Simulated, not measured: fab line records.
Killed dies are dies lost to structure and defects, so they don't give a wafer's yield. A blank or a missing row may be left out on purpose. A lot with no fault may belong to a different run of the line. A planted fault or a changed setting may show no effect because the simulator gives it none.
Which tool is to blame?    flow n5Finfet    72 wafers from 24 lots sampled at 6 of the route's 1938 steps

WHAT THE GAUGES SHOWED, per wafer
N5_BEOL_M2_RS_MEAS_58: a four-point-probe measurement. Usual: M2_RS gives 0.69 ohm/sq (standard deviation 0.035).
lot   measured      on            M2_RS (ohm/sq)  flag
L074  day 7 08:58   filmMetro-01  0.64 0.67 0.62  
L075  day 7 12:01   filmMetro-01  0.68 0.68 0.64  
L076  day 7 23:14   filmMetro-01  0.61 0.73 0.69  
L078  day 8 15:10   filmMetro-01  0.70 0.71 0.64  
L077  day 9 01:59   filmMetro-01  0.68 0.70 0.74  
L079  day 9 08:37   filmMetro-02  0.63 0.70 0.63  
L080  day 9 13:02   filmMetro-02  0.67 0.65 0.72  
L081  day 9 13:22   filmMetro-01  0.68 0.65 0.67  
L082  day 9 14:53   filmMetro-02  0.69 0.66 0.72  
L083  day 9 16:58   filmMetro-02  0.72 0.65 0.77  
L084  day 10 16:26  filmMetro-02  0.74 0.76 0.77  
L085  day 10 13:07  filmMetro-02  0.66 0.70 0.65  
L087  day 10 12:51  filmMetro-01  0.73 0.75 0.65  
L086  day 10 16:31  filmMetro-02  0.66 0.67 0.72  
L089  day 10 19:26  filmMetro-02  0.71 0.72 0.69  
L091  day 11 08:21  filmMetro-01  0.69 0.69 0.68  
L088  day 11 08:06  filmMetro-02  0.73 0.64 0.74  
L090  day 11 16:59  filmMetro-02  0.72 0.72 0.68  
L092  day 12 00:28  filmMetro-01  0.69 0.69 0.66  
L093  day 12 03:40  filmMetro-01  0.69 0.63 0.66  
L094  day 12 13:10  filmMetro-02  0.72 0.68 0.65  
L095  day 12 20:01  filmMetro-01  0.70 0.66 0.71  
L096  day 13 03:34  filmMetro-02  0.68 0.66 0.66  
L097  day 13 18:04  filmMetro-02  0.69 0.66 0.67  

TOOL THAT RAN EACH LOT (tool first, then ch and the chambers of the sampled wafers, then the start)
lot   N5_BEOL_M1_ANNEAL_91         N5_BEOL_M2_HM_DEP_02         N5_BEOL_M2_STRIP_36                N5_BEOL_M2_TRENCH_ETCH_37                     N5_BEOL_M2_ANNEAL_80
L074  pvdSputter-01, day 6 09:47   pvdSputter-03, day 6 12:37   rieDiel-05 ch 2,3, day 7 04:25     rieDiel-05 ch 2,3, day 7 06:27 or earlier     pvdSputter-01, day 7 06:27
L075  pvdSputter-03, day 6 11:16   pvdSputter-02, day 6 13:59   rieDiel-02 ch 2,3, day 7 07:41     rieDiel-02 ch 2,3, day 7 09:30 or earlier     pvdSputter-03, day 7 09:30
L076  pvdSputter-03, day 6 21:26   pvdSputter-03, day 6 23:43   rieDiel-05 ch 2,3, day 7 17:45     rieDiel-05 ch 2,3, day 7 20:43 or earlier     pvdSputter-03, day 7 20:43
L078  pvdSputter-03, day 7 12:28   pvdSputter-01, day 7 14:51   rieDiel-05 ch 0,2,3, day 8 10:37   rieDiel-05 ch 0,2,3, day 8 12:28 or earlier   pvdSputter-02, day 8 12:28
L077  pvdSputter-01, day 7 14:11   pvdSputter-02, day 7 16:59   rieDiel-06 ch 0,2,3, day 8 21:46   rieDiel-06 ch 0,2,3, day 8 23:28 or earlier   pvdSputter-03, day 8 23:28
L079  pvdSputter-01, day 7 16:53   pvdSputter-02, day 7 20:34   rieDiel-05 ch 1,3, day 9 03:25     rieDiel-05 ch 1,3, day 9 05:59 or earlier     pvdSputter-01, day 9 05:59
L080  pvdSputter-03, day 7 19:35   pvdSputter-03, day 7 22:32   rieDiel-06 ch 0,1,3, day 9 08:37   rieDiel-06 ch 0,1,3, day 9 10:32 or earlier   pvdSputter-03, day 9 10:32
L081  pvdSputter-01, day 7 22:59   pvdSputter-02, day 8 02:10   rieDiel-05 ch 0,2,3, day 9 09:01   rieDiel-05 ch 0,2,3, day 9 10:43 or earlier   pvdSputter-01, day 9 10:43
L082  pvdSputter-01, day 8 12:57   pvdSputter-02, day 8 15:43   rieDiel-02 ch 0,3, day 9 09:50     rieDiel-02 ch 0,3, day 9 12:22 or earlier     pvdSputter-03, day 9 12:22
L083  pvdSputter-03, day 8 20:47   pvdSputter-03, day 8 22:38   rieDiel-02 ch 1,2,3, day 9 11:59   rieDiel-02 ch 1,2,3, day 9 13:42 or earlier   pvdSputter-02, day 9 13:42
L084  pvdSputter-01, day 9 03:46   pvdSputter-03, day 9 06:50   rieDiel-02 ch 0,1, day 10 11:46    rieDiel-02 ch 0,1, day 10 13:56 or earlier    pvdSputter-03, day 10 13:56
L085  pvdSputter-02, day 9 08:14   pvdSputter-02, day 9 10:25   rieDiel-05 ch 1,2,3, day 10 08:36  rieDiel-05 ch 1,2,3, day 10 10:33 or earlier  pvdSputter-03, day 10 10:33
L087  pvdSputter-01, day 9 14:29   pvdSputter-02, day 9 18:07   rieDiel-02 ch 1,2, day 10 08:38    rieDiel-02 ch 1,2, day 10 10:20 or earlier    pvdSputter-01, day 10 10:20
L086  pvdSputter-03, day 9 23:58   pvdSputter-01, day 10 02:22  rieDiel-05 ch 1,2, day 10 11:47    rieDiel-05 ch 1,2, day 10 14:01 or earlier    pvdSputter-01, day 10 14:01
L089  pvdSputter-03, day 10 04:16  pvdSputter-03, day 10 06:29  rieDiel-02 ch 1,2,3, day 10 15:24  rieDiel-02 ch 1,2,3, day 10 16:55 or earlier  pvdSputter-01, day 10 16:55
L091  pvdSputter-02, day 10 17:48  pvdSputter-01, day 10 21:34  rieDiel-06 ch 0,1,2, day 11 03:58  rieDiel-06 ch 0,1,2, day 11 05:49 or earlier  pvdSputter-03, day 11 05:49
L088  pvdSputter-03, day 10 21:20  pvdSputter-01, day 11 00:46  rieDiel-05 ch 1,2, day 11 03:56    rieDiel-05 ch 1,2, day 11 05:35 or earlier    pvdSputter-02, day 11 05:35
L090  pvdSputter-03, day 11 00:50  pvdSputter-03, day 11 04:23  rieDiel-05 ch 0,1,3, day 11 12:11  rieDiel-05 ch 0,1,3, day 11 14:27 or earlier  pvdSputter-01, day 11 14:27
L092  pvdSputter-01, day 11 02:51  pvdSputter-02, day 11 05:03  rieDiel-06 ch 0,2,3, day 11 19:56  rieDiel-06 ch 0,2,3, day 11 21:52 or earlier  pvdSputter-03, day 11 21:52
L093  pvdSputter-03, day 11 17:01  pvdSputter-01, day 11 20:41  rieDiel-06 ch 0,2,3, day 11 23:45  rieDiel-06 ch 0,2,3, day 12 01:10 or earlier  pvdSputter-01, day 12 01:10
L094  pvdSputter-03, day 12 02:28  pvdSputter-02, day 12 04:39  rieDiel-02 ch 2,3, day 12 07:23    rieDiel-02 ch 2,3, day 12 10:40 or earlier    pvdSputter-02, day 12 10:40
L095  pvdSputter-03, day 12 06:34  pvdSputter-01, day 12 08:38  rieDiel-02 ch 0,2,3, day 12 15:55  rieDiel-02 ch 0,2,3, day 12 17:31 or earlier  pvdSputter-02, day 12 17:31
L096  pvdSputter-02, day 12 09:37  pvdSputter-02, day 12 12:50  rieDiel-05 ch 0,1, day 12 23:22    rieDiel-05 ch 0,1, day 13 01:03 or earlier    pvdSputter-03, day 13 01:03
L097  pvdSputter-01, day 12 16:49  pvdSputter-01, day 12 19:58  rieDiel-05 ch 1,2, day 13 11:56    rieDiel-05 ch 1,2, day 13 15:33 or earlier    pvdSputter-03, day 13 15:33
- N5_BEOL_M1_ANNEAL_91: time 240 s.
- N5_BEOL_M2_HM_DEP_02: deposits TiN, target thk 20 nm.
- N5_BEOL_M2_STRIP_36: strips in N2/H2.
- N5_BEOL_M2_TRENCH_ETCH_37: etches SiOC in C4F6/O2, target depth 55.555 nm, time 29.2 s.
- N5_BEOL_M2_ANNEAL_80: time 240 s.

AS READ BY THE TOOLS THEMSELVES (means over the sampled wafers that have a number; for cases with no such wafer, the mark the record gives instead)
N5_BEOL_M1_ANNEAL_91. Usual: 848 W for heaterPowerW, sd 79.
lot   tool           heaterPowerW (W)  flag
L074  pvdSputter-01  926               
L075  pvdSputter-03  788               
L076  pvdSputter-03  809               
L078  pvdSputter-03  822               
L077  pvdSputter-01  877               
L079  pvdSputter-01  881               
L080  pvdSputter-03  790               
L081  pvdSputter-01  919               
L082  pvdSputter-01  893               
L083  pvdSputter-03  817               
L084  pvdSputter-01  865               
L085  pvdSputter-02  872               
L087  pvdSputter-01  881               
L086  pvdSputter-03  840               
L089  pvdSputter-03  823               
L091  pvdSputter-02  769               
L088  pvdSputter-03  789               
L090  pvdSputter-03  789               
L092  pvdSputter-01  911               
L093  pvdSputter-03  809               
L094  pvdSputter-03  818               
L095  pvdSputter-03  844               
L096  pvdSputter-02  772               
L097  pvdSputter-01  933               

N5_BEOL_M2_HM_DEP_02. Usual: 30.1 % for throttleValvePct, sd 0.91.
lot   tool           throttleValvePct (%)  flag
L074  pvdSputter-03  29.2                  
L075  pvdSputter-02  30.1                  
L076  pvdSputter-03  30.4                  
L078  pvdSputter-01  31.4                  
L077  pvdSputter-02  30.7                  
L079  pvdSputter-02  29.9                  
L080  pvdSputter-03  30.1                  
L081  pvdSputter-02  29.7                  
L082  pvdSputter-02  29.9                  
L083  pvdSputter-03  30.3                  
L084  pvdSputter-03  30.1                  
L085  pvdSputter-02  30.9                  
L087  pvdSputter-02  30.2                  
L086  pvdSputter-01  30.4                  
L089  pvdSputter-03  30.0                  
L091  pvdSputter-01  30.7                  
L088  pvdSputter-01  30.3                  
L090  pvdSputter-03  29.8                  
L092  pvdSputter-02  30.2                  
L093  pvdSputter-01  29.8                  
L094  pvdSputter-02  29.8                  
L095  pvdSputter-01  30.5                  
L096  pvdSputter-02  30.5                  
L097  pvdSputter-01  29.7                  

N5_BEOL_M2_STRIP_36. Usual: drypumpMotorCurrentA 5.7 A, standard deviation 0.43; oesProductAu 0.77 a.u., standard deviation 0.09; rfVppV 59.2 V, standard deviation 1.6; showerheadPlenumPTorr 2.55 Torr, standard deviation 0.052; throttleValvePct 23.66 %, standard deviation 0.26.
lot   tool        drypumpMotorCurrentA (A)  oesProductAu (a.u.)  rfVppV (V)  showerheadPlenumPTorr (Torr)  throttleValvePct (%)  flag
L074  rieDiel-05  5.4                       0.84                 57.9        2.57                          23.75                 
L075  rieDiel-02  6.2                       0.94                 59.6        2.65                          23.17                 
L076  rieDiel-05  5.4                       0.75                 58.3        2.55                          23.65                 
L078  rieDiel-05  5.7                       0.77                 60.6        2.55                          23.74                 
L077  rieDiel-06  6.0                       0.78                 57.6        2.53                          23.63                 
L079  rieDiel-05  5.4                       0.79                 60.2        2.55                          23.84                 
L080  rieDiel-06  5.8                       0.83                 58.4        2.56                          23.62                 
L081  rieDiel-05  5.7                       0.75                 58.7        2.54                          23.75                 
L082  rieDiel-02  5.6                       0.78                 58.6        2.63                          23.63                 
L083  rieDiel-02  5.7                       0.82                 58.4        2.58                          23.40                 
L084  rieDiel-02  5.1                       0.68                 58.3        2.56                          23.88                 
L085  rieDiel-05  5.4                       0.76                 59.6        2.54                          23.76                 
L087  rieDiel-02  5.3                       0.74                 59.3        2.52                          23.66                 
L086  rieDiel-05  5.5                       0.69                 58.0        2.51                          23.66                 
L089  rieDiel-02  5.7                       0.80                 59.0        2.58                          23.41                 
L091  rieDiel-06  6.0                       0.80                 59.8        2.55                          23.67                 
L088  rieDiel-05  5.5                       0.68                 59.1        2.51                          23.68                 
L090  rieDiel-05  5.6                       0.75                 59.8        2.54                          23.86                 
L092  rieDiel-06  6.0                       0.75                 59.8        2.52                          23.63                 
L093  rieDiel-06  6.0                       0.76                 58.9        2.52                          23.64                 
L094  rieDiel-02  6.0                       0.84                 59.2        2.59                          23.44                 
L095  rieDiel-02  5.8                       0.87                 60.8        2.60                          23.40                 
L096  rieDiel-05  6.0                       0.69                 59.3        2.50                          23.84                 
L097  rieDiel-05  5.4                       0.79                 58.3        2.51                          23.67                 

N5_BEOL_M2_TRENCH_ETCH_37. Usual: drypumpMotorCurrentA 5.7 A, standard deviation 0.43; oesProductAu 0.77 a.u., standard deviation 0.09; rfVppV 661 V, standard deviation 10; showerheadPlenumPTorr 2.86 Torr, standard deviation 0.052; throttleValvePct 20.87 %, standard deviation 0.17.
lot   tool        drypumpMotorCurrentA (A)  oesProductAu (a.u.)  rfVppV (V)  showerheadPlenumPTorr (Torr)  throttleValvePct (%)  flag
L074  rieDiel-05  5.4                       0.84                 656         2.87                          20.71                 
L075  rieDiel-02  6.2                       0.95                 661         2.96                          20.62                 
L076  rieDiel-05  5.4                       0.76                 662         2.85                          20.81                 
L078  rieDiel-05  5.7                       0.76                 662         2.85                          20.85                 
L077  rieDiel-06  6.0                       0.77                 670         2.84                          20.85                 
L079  rieDiel-05  5.4                       0.79                 656         2.83                          20.86                 
L080  rieDiel-06  5.8                       0.82                 660         2.87                          20.75                 
L081  rieDiel-05  5.7                       0.75                 662         2.85                          20.87                 
L082  rieDiel-02  5.6                       0.77                 659         2.94                          20.96                 
L083  rieDiel-02  5.7                       0.81                 657         2.90                          20.79                 
L084  rieDiel-02  5.1                       0.68                 656         2.87                          21.11                 
L085  rieDiel-05  5.4                       0.75                 658         2.84                          20.85                 
L087  rieDiel-02  5.3                       0.73                 655         2.84                          20.92                 
L086  rieDiel-05  5.5                       0.69                 665         2.82                          20.93                 
L089  rieDiel-02  5.7                       0.79                 658         2.89                          20.81                 
L091  rieDiel-06  6.0                       0.79                 674         2.86                          20.79                 
L088  rieDiel-05  5.5                       0.69                 664         2.81                          20.96                 
L090  rieDiel-05  5.7                       0.75                 658         2.83                          20.92                 
L092  rieDiel-06  6.0                       0.76                 669         2.83                          20.90                 
L093  rieDiel-06  6.0                       0.75                 670         2.83                          20.88                 
L094  rieDiel-02  6.0                       0.83                 654         2.91                          20.74                 
L095  rieDiel-02  5.8                       0.87                 657         2.91                          20.74                 
L096  rieDiel-05  6.0                       0.69                 665         2.81                          21.07                 
L097  rieDiel-05  5.4                       0.79                 660         2.80                          20.87                 

N5_BEOL_M2_ANNEAL_80. Usual: 844 W for heaterPowerW, sd 83.
lot   tool           heaterPowerW (W)  flag
L074  pvdSputter-01  839               
L075  pvdSputter-03  847               
L076  pvdSputter-03  796               
L078  pvdSputter-02  839               
L077  pvdSputter-03  777               
L079  pvdSputter-01  889               
L080  pvdSputter-03  814               
L081  pvdSputter-01  942               
L082  pvdSputter-03  812               
L083  pvdSputter-02  861               
L084  pvdSputter-03  795               
L085  pvdSputter-03  830               
L087  pvdSputter-01  950               
L086  pvdSputter-01  862               
L089  pvdSputter-01  856               
L091  pvdSputter-03  784               
L088  pvdSputter-02  770               
L090  pvdSputter-01  885               
L092  pvdSputter-03  795               
L093  pvdSputter-01  874               
L094  pvdSputter-02  817               
L095  pvdSputter-02  813               
L096  pvdSputter-03  791               
L097  pvdSputter-03  803               

THE ANSWER, worked out from the rows above alone
Rule: take the mean of a lot's wafers that have a number; if it is more than 3 standard deviations from the usual mean, the lot is off. Also off: a lot with no number at a reading for which 4 or more lots have one. All remaining lots with rows at the step are treated as sound. Order of review: gauges by route order, followed by the tools' own readings, for which a lot's mean as printed above is used. The first step at which some lot is off is used, and at that step the reading that is off furthest; a lot without a number counts as furthest.
None of the lots is off at any reading shown; this tells nothing.

WHAT WAS PUT IN BY THE SIMULATOR
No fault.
